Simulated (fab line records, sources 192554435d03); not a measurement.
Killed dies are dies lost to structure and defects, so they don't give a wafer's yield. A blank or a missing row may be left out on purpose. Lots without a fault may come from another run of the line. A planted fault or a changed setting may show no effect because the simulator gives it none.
Problem report in the 8D (eight disciplines) form, filled by code | flow n5_finfet | the parts of the form that need people (team, actions taken, sign-off) are left out

1. THE PROBLEM
etch_rf_on_time_s at N5_BEOL_M7_ETCH_72 reads a mean of 3.22 s on 3 wafers of 2 lots; wafers without a fault read 5.22 s with a standard deviation of 0.11. That is -18 standard deviations from the usual mean.
The step: etches underlayer in N2/H2, target depth 6.5 nm, time 5.2 s.
First seen on wafer L608.2, day 12 06:56, on rie_diel-01. The record holds 30 wafers of 10 lots with a number at this step. Rule for "out", or "out of limits": more than 4 standard deviations from the usual mean. The other wafers with a number count as sound.

2. WHAT IT IS AND WHAT IT IS NOT
question                    | is                     | is not
which readings at this step | etch_rf_on_time_s      | drypump_motor_current_A, showerhead_plenum_p_Torr, throttle_valve_pct
which lots                  | L608, L609             | L597, L602, L604, L605, L611, L612, L615, L616
which wafers of those lots  | L608.2, L608.4, L609.4 | L608.3, L609.1, L609.3
read on which tools         | rie_diel-01            | rie_diel-02, rie_diel-03
when                        | from day 12 06:56      | up to then (13 sound wafers); but 14 sound wafers of L609, L611, L612, L615, L616 came after

3. SUSPECTS, AND WHAT RULES EACH OUT
Counting: a tool at a process step up to the reading stays a suspect if it ran every lot that is out. Sound lots after the first of them don't rule it out here, since some wafers of a struck lot are sound.
- rie_diel-01 at N5_BEOL_M7_ETCH_72 (etches underlayer in N2/H2, target depth 6.5 nm, time 5.2 s): kept. It ran every lot that is out, first L608 (day 12 06:56); its last sound lot up to then is L605 (day 10 18:07). Its own readings are out on those wafers: etch_rf_on_time_s.
Left after counting: rie_diel-01 at N5_BEOL_M7_ETCH_72.

4. THE CAUSE (what the simulator had put in)
Process parameter drift: rie_diel-01, from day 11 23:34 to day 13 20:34, at N5_BEOL_M7_ETCH_72. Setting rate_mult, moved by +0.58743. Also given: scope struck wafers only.
Counting left only this tool.

5. THE CHAIN OF EFFECTS, in route order
Each row: a reading whose mean over the struck wafers that have a number lies more than 3 standard deviations from the usual. Only readings for which the record gives a usual standard deviation are gone through. hours: the time from each lot's start at the first step in this table that gives one to its start at this step, as a median over the lots. sigmas: the change in usual standard deviations.
hours | step               | reading           | usual     | on struck wafers | change | sigmas
0     | N5_BEOL_M7_ETCH_72 | etch_rf_on_time_s | 5.22 s    | 3.22             | -2.00  | -18
0     | N5_BEOL_M7_ETCH_72 | oes_product_au    | 0.64 a.u. | 0.92             | +0.28  | +5.4
The process steps in it:
- N5_BEOL_M7_ETCH_72: etches underlayer in N2/H2, target depth 6.5 nm, time 5.2 s.

6. WHAT WOULD HAVE CAUGHT IT SOONER
In this record the first reading out of limits was taken at day 12 06:56, 7 hours after the fault began at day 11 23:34.
